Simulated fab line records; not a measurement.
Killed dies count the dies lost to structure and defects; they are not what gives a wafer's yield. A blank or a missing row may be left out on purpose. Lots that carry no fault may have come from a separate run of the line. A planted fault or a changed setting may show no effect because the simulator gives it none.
Struck lot and sound lot, side by side || flow n5_finfet || 39 out of 1938 route steps
Sound: these wafers, L843.2, L843.5, L843.6. Struck: wafer L830.6. (L830.4 of the same lot was not struck and is left out.) The cause comes at the end.
For every step that has rows: the tool of each side, followed by ch and its chambers, followed by its first start. Under that, the readings that differ: sound wafers || struck wafers || difference of the means || sigmas: that difference in standard deviations of wafers without a fault.
alike: a reading whose means differ by less than 2 such deviations, as well as words and numbers matching on both sides. not compared: withheld readings; readings where some wafer has no value; bounds like >300 that might hide an equal value; numbers whose values overlap and for which the record gives no deviation.
The two part at a step that has a row with sigmas, a row that says differs or no value, or rows on one side only. Non-overlapping numbers with no deviation appear without sigmas and do not part them. A reading that every wafer of one side lacks parts them only if that side has two wafers or more.

first, 10 steps without rows for these wafers: N5_BEOL_M3_STRIP_36 (strips in N2/H2); N5_BEOL_M3_TRENCH_ETCH_37 (etches SiOC in C4F6/O2, target depth 55.555 nm, time 29.2 s); N5_BEOL_M3_ETCH_41 (etches SiCN in CH3F/O2, target depth 29.9 nm, time 52.5 s); N5_BEOL_M3_STRIP_97 (strips in N2/H2, time 10 s); N5_BEOL_M3_HM_STRIP_39 (strips TiN in peroxide tin strip, target depth 25 nm, time 158 s); N5_BEOL_M3_SRD_40 (time 30 s); N5_BEOL_M3_PRECLEAN_42 (cleans in residue remover, time 60 s); N5_BEOL_M3_SRD_43 (time 30 s); N5_BEOL_M3_DEGAS_44 (time 60 s); N5_BEOL_M3_PRE_CLEAN_45 (time 30 s).
N5_BEOL_M3_ALD_84: deposits TaN, pulse time 2 s, purge time 3 s, co reactant purge time 2 s.
  sound on ald_metal-03 ch 0,1, day 13 15:23; struck on ald_metal-02 ch 1, day 10 05:08
{"reading": "ald_cycles", "sound": "30 30 30", "struck": 38, "difference": "+8", "sigmas": ""}
  alike: heater_power_w
  not compared: model.TaN_of_BEOL_M3_ALD_84.thk_nm
then, 26 steps without rows for these wafers: N5_BEOL_M3_SURFACE_TREAT_85; N5_BEOL_M3_CVD_47 (deposits Co from CCTBA/H2, target thk 3 nm, time 223.8 s); N5_BEOL_M3_SPUTTER_48 (material Cu, target thk 4.5 nm, time 8.29 s); N5_BEOL_M3_ANNEAL_49 (time 240 s); N5_BEOL_M3_SPUTTER_79 (material Cu, target thk 4.5 nm, time 8.29 s); N5_BEOL_M3_ANNEAL_80 (time 240 s); N5_BEOL_M3_SPUTTER_81 (material Cu, target thk 4.5 nm, time 8.29 s); N5_BEOL_M3_ANNEAL_82 (time 240 s); N5_BEOL_M3_SPUTTER_86 (material Cu, target thk 4.5 nm, time 8.29 s); N5_BEOL_M3_ANNEAL_87 (time 240 s); N5_BEOL_M3_SPUTTER_88 (material Cu, target thk 4.5 nm, time 8.29 s); N5_BEOL_M3_ANNEAL_89 (time 240 s); N5_BEOL_M3_SPUTTER_90 (material Cu, target thk 4.5 nm, time 8.29 s); N5_BEOL_M3_ANNEAL_91 (time 240 s); N5_BEOL_M3_SPUTTER_92 (material Cu, target thk 4.5 nm, time 8.29 s); N5_BEOL_M3_ANNEAL_93 (time 240 s); N5_BEOL_M3_SPUTTER_94 (material Cu, target thk 4.5 nm, time 8.29 s); N5_BEOL_M3_ANNEAL_95 (time 240 s); N5_BEOL_M3_SPUTTER_96 (material Cu, target thk 4.5 nm, time 8.29 s); N5_BEOL_M3_ECD_50 (material Cu, target thk 300 nm); N5_BEOL_M3_ANNEAL_51 (time 90 s); N5_BEOL_M3_CMP_52 (polishes, stops on SiOC, t overpolish 6.8 s, target thk 40 nm); N5_BEOL_M3_PRE_CLEAN_60 (time 15 s); N5_BEOL_M3_CO_CAP_55 (material Co, precursor CCTBA/H2, target thk 2 nm, time 102.1 s); N5_BEOL_M3_PRE_CLEAN_56 (time 15 s); N5_BEOL_M3_DEP_57 (deposits SiCN from 3MS/NH3, target thk 8 nm, time 14 s).
N5_BEOL_M4_RC_MEAS_101:
  sound on prober-01 ch 0, day 14 07:36; struck on prober-02 ch 0, day 10 22:41
{"reading": "CHAIN_V2 (ohm/link)", "sound": "226 228 236", "struck": 293, "difference": "+63", "sigmas": "+6"}
{"reading": "CHAIN_V2_max_site (ohm/link)", "sound": "236 234 250", "struck": 301, "difference": "+61", "sigmas": "+5"}
  alike: DIBL_N, DIBL_P, IOFF_N, IOFF_P, ION_N, ION_P, SS_N, SS_P, VT_N, VT_P
-- record jumps: 4 days separate the struck wafers' starts on either side; left off in module BEOL_M4, taken up again in module PASSIVATION, whose first shown step is the route's number 1936 --
N5_PASSIVATION_PROBE_49:
  only the struck wafers here have rows in the record (prober-01, day 15 03:34); the sound ones have none

## WHERE THEY PART
Last at N5_PASSIVATION_PROBE_49 as far as this record goes, first at N5_BEOL_M4_RC_MEAS_101.

WHY: what the simulator had put in
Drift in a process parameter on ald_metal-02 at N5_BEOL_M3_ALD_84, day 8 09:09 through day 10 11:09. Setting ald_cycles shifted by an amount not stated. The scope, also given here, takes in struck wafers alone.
